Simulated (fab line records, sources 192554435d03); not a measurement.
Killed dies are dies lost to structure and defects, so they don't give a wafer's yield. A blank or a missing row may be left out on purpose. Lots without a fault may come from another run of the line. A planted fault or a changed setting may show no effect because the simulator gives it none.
Problem report in the 8D (eight disciplines) form, filled by code | flow n5_finfet | the parts of the form that need people (team, actions taken, sign-off) are left out

1. THE PROBLEM
V14_OVL at N5_BEOL_M15_OVL_MEAS_11 reads a mean of 39 nm on 9 wafers of 3 lots; wafers without a fault read -1 nm with a standard deviation of 4.4. That is +9.2 standard deviations from the usual mean.
First seen on wafer L555.3, day 12 13:52, on overlay-02. The record holds 32 wafers of 11 lots with a number at this step. Rule for "out", or "out of limits": more than 4 standard deviations from the usual mean. The other wafers with a number count as sound.

2. WHAT IT IS AND WHAT IT IS NOT
question                    | is                     | is not
which readings at this step | V14_OVL                | -
which lots                  | L555, L556, L559       | L550, L552, L557, L561, L565, L566, L567, L568
which wafers of those lots  | all that have a number | -
read on which gauges        | overlay-01, overlay-02 | -
when                        | from day 12 13:52      | up to then (5 sound wafers); but 18 sound wafers of L557, L561, L565, L566, L567, L568 came after

3. SUSPECTS, AND WHAT RULES EACH OUT
Counting: a tool at a process step up to the reading stays a suspect if it ran every lot that is out and no sound lot after the first of them.
- the gauge at N5_BEOL_M15_OVL_MEAS_11: ruled out. The wafers that are out were read on 2 gauges (overlay-01, overlay-02).
- krf_scanner-02 at N5_BEOL_M15_EXPOSE_07 (exposes mask V14): kept. It ran every lot that is out, first L555 (day 12 13:40), and no sound lot after that; its last sound lot up to then is L552 (day 11 20:34).
Left after counting: krf_scanner-02 at N5_BEOL_M15_EXPOSE_07.

4. THE CAUSE (what the simulator had put in)
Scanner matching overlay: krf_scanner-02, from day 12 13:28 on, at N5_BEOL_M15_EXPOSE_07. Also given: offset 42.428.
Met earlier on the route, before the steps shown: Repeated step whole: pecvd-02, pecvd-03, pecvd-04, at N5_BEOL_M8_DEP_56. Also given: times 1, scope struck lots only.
Counting left only this tool.

5. THE CHAIN OF EFFECTS, in route order
Each row: a reading whose mean over the struck wafers that have a number lies more than 3 standard deviations from the usual. Only readings for which the record gives a usual standard deviation are gone through. hours: the time from each lot's start at the first step in this table that gives one to its start at this step, as a median over the lots. sigmas: the change in usual standard deviations.
hours | step                    | reading | usual | on struck wafers | change | sigmas
0     | N5_BEOL_M15_OVL_MEAS_11 | V14_OVL | -1 nm | 39               | +40    | +9.2

6. WHAT WOULD HAVE CAUGHT IT SOONER
In this record the first reading out of limits at a measuring or inspecting step was taken at day 12 13:52, 0 hours after the fault began at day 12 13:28.
Of the tool readings at N5_BEOL_M15_EXPOSE_07 for which the record gives a usual standard deviation, none was out on any struck wafer, so an alarm limit of 4 standard deviations on them would not have fired.
Of the lots that are out (3), L556, L559 began N5_BEOL_M15_EXPOSE_07 on krf_scanner-02 after day 12 13:52. A hold on the tool at that time would have spared those 2.
